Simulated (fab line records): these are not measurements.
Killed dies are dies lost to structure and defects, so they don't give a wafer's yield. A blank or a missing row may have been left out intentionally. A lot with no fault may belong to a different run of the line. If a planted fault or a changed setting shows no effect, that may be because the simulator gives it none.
A lot that was struck, set against a sound lot    flow nand_harc    15 out of 1159 route steps
Sound: these wafers, L691.1, L691.4, L691.5. Struck: wafers L694.2, L694.3, L694.5. At the end, the cause is stated.
Per side, at each step with rows, come the tool, then ch with its chambers, and then its first start. Under that, the readings that differ: sound wafers    struck wafers    difference of the means    sigmas: that difference in standard deviations of wafers without a fault.
alike: readings with means less than 2 such deviations apart, plus words and numbers identical on both sides. not compared: withheld readings, readings lacking a value on some wafer, bounds such as >300 that could conceal the same value, and numbers that have no deviation in the record and whose values overlap.
The two part at a step that has a row with sigmas, a row that says differs or no value, or rows on one side only. When numbers do not overlap yet have no deviation, they are printed without sigmas and do not part them. A reading that every wafer of one side lacks parts them only if that side has two wafers or more.

first, 2 steps without rows for these wafers: NHARC_P_GATE_PEB_09 (peb time 85 s); NHARC_P_GATE_DEVELOP_10 (time 70 s).
NHARC_P_GATE_CD_MEAS_11: target cd 1640 nm.
  sound on cd_sem-03 ch 0, day 4 04:13; struck on cd_sem-03 ch 0, day 5 01:16
  alike: cd_nm
then, 1 step without rows for these wafers: NHARC_P_GATE_HARDBAKE_12 (time 80 s).
NHARC_P_GATE_DESCUM_13: chemistry O2, time 3 s.
  sound on rie_diel-04 ch 0,1,2, day 4 04:24; struck on rie_diel-04 ch 0,2,3, day 5 01:25
  alike: drypump_motor_current_A, o2_flow_sccm, oes_product_au, rf_vpp_V, showerhead_plenum_p_Torr, throttle_valve_pct
  not compared: rf_hours_counter_h
then, 6 steps without rows for these wafers: NHARC_P_GATE_ETCH_14 (etches SiO2 in dHF, target depth 48.8 nm); NHARC_P_GATE_STRIP_15 (strips in SPM, time 780 s); NHARC_P_GATE_PRECLEAN_71 (cleans in SC1); NHARC_P_GATE_SRD_72; NHARC_P_GATE_OXIDE_16 (material SiO2, target thk 3 nm, ox time 392 s); NHARC_P_GATE_CVD_17 (deposits poly-Si, target thk 150 nm, time 900 s).
NHARC_P_GATE_HM_DEP_102: deposits aC, target thk 120 nm.
  sound on acl_dep-03 ch 0, day 4 18:56; struck on acl_dep-01 ch 0, day 5 16:02
  alike: throttle_valve_pct
NHARC_P_GATE_DEP_103: deposits SiON, target thk 30 nm.
  sound on pecvd-01 ch 0,1,2, day 4 19:40; struck on pecvd-01 ch 0,1,2, day 5 17:16
  alike: heater_power_w
then, 2 steps without rows for these wafers: NHARC_P_GATE_DEHYDRATE_18 (time 120 s); NHARC_END_SORT_01.

WHERE THEY PART
Nowhere in this record.

WHY: what had been put in by the simulator
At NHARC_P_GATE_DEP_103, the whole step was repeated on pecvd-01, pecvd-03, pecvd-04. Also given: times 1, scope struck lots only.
